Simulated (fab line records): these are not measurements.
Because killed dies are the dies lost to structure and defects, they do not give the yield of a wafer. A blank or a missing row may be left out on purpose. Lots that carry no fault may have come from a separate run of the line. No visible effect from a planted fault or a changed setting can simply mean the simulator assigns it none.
A lot that was struck, set against a sound lot ; flow n5_finfet ; 14 steps out of a route of 1938
Sound: the wafers L611.3, L611.4, L611.6. Struck: wafers L612.1, L612.3, L612.4. The cause comes at the end.
Order at every step that has rows: each side's tool, ch and its chambers, its first start. Under that, the readings that differ: sound wafers ; struck wafers ; difference of the means ; sigmas: that difference in standard deviations of wafers without a fault.
alike: words and numbers the same on both sides, and readings whose means are apart by under 2 such deviations; not compared: readings that were withheld, readings missing a value for some wafer, numbers with overlapping values and no deviation given by the record, and bounds like >300 which may hide the same value.
The two part at a step that has a row with sigmas, a row that says differs or no value, or rows on one side only. Non-overlapping numbers with no deviation appear without sigmas and do not part them. A reading missing from all wafers of one side parts the sides only when that side holds two or more wafers.

N5_BEOL_M13_STRIP_63: strips in N2/H2.
  sound on plasma_asher-01 ch 0,1, day 14 16:59; struck on plasma_asher-02 ch 0,1, day 15 08:05
  alike: drypump_motor_current_A, heater_power_w, oes_product_au, strip_time_to_endpoint_s
  not compared: rf_hours_counter_h
N5_BEOL_M13_STRIP_64: strips in N2/H2.
  sound on plasma_asher-01 ch 0,1, day 14 17:03; struck on plasma_asher-02 ch 0,1, day 15 08:08
  alike: drypump_motor_current_A, heater_power_w, oes_product_au, strip_time_to_endpoint_s
  not compared: rf_hours_counter_h
then, 2 steps without rows for these wafers: N5_BEOL_M13_STRIP_71 (strips in post etch residue remover, time 60 s); N5_BEOL_M13_SRD_72 (time 30 s, dry time 30 s).
N5_BEOL_M13_CD_MEAS_17: the cd target is 190 nm.
  struck on cd_sem-01, day 15 08:17; sound on cd_sem-02, day 14 17:11
  alike: cd_nm
then, 7 steps without rows for these wafers: N5_BEOL_M13_COAT_65 (time 60 s, resist thk 350 nm); N5_BEOL_M13_COAT_66 (time 60 s, resist thk 110 nm); N5_BEOL_M13_COAT_22 (resist thk 300 nm); N5_BEOL_M13_EBR_24; N5_BEOL_M13_SOFTBAKE_23 (time 60 s); N5_BEOL_M13_EXPOSE_25 (exposes mask M13, target cd 210 nm); N5_BEOL_M13_PEB_26 (peb time 90 s).
N5_BEOL_M13_DEVELOP_27: develop time 45 s.
  sound on litho_track-04 ch 0, day 14 17:24; struck on litho_track-02, day 15 08:30
  no value came back on the struck wafers for chill_plate_temp_C (C), develop_time_s (s); on the sound wafers chill_plate_temp_C (C) reads 23.06 22.92 22.92
reading;sound;struck;difference;sigmas
model.coat_of_BEOL_M13_COAT_22.thk_nm (nm);288 288.6 288.4;300.2 301 301.2;+12.5;
then, 1 step without rows for these wafers: N5_BEOL_M13_HARDBAKE_32 (time 120 s).

WHERE THEY PART
Only at N5_BEOL_M13_DEVELOP_27, as far as this record shows.

WHY: whatever the simulator had introduced
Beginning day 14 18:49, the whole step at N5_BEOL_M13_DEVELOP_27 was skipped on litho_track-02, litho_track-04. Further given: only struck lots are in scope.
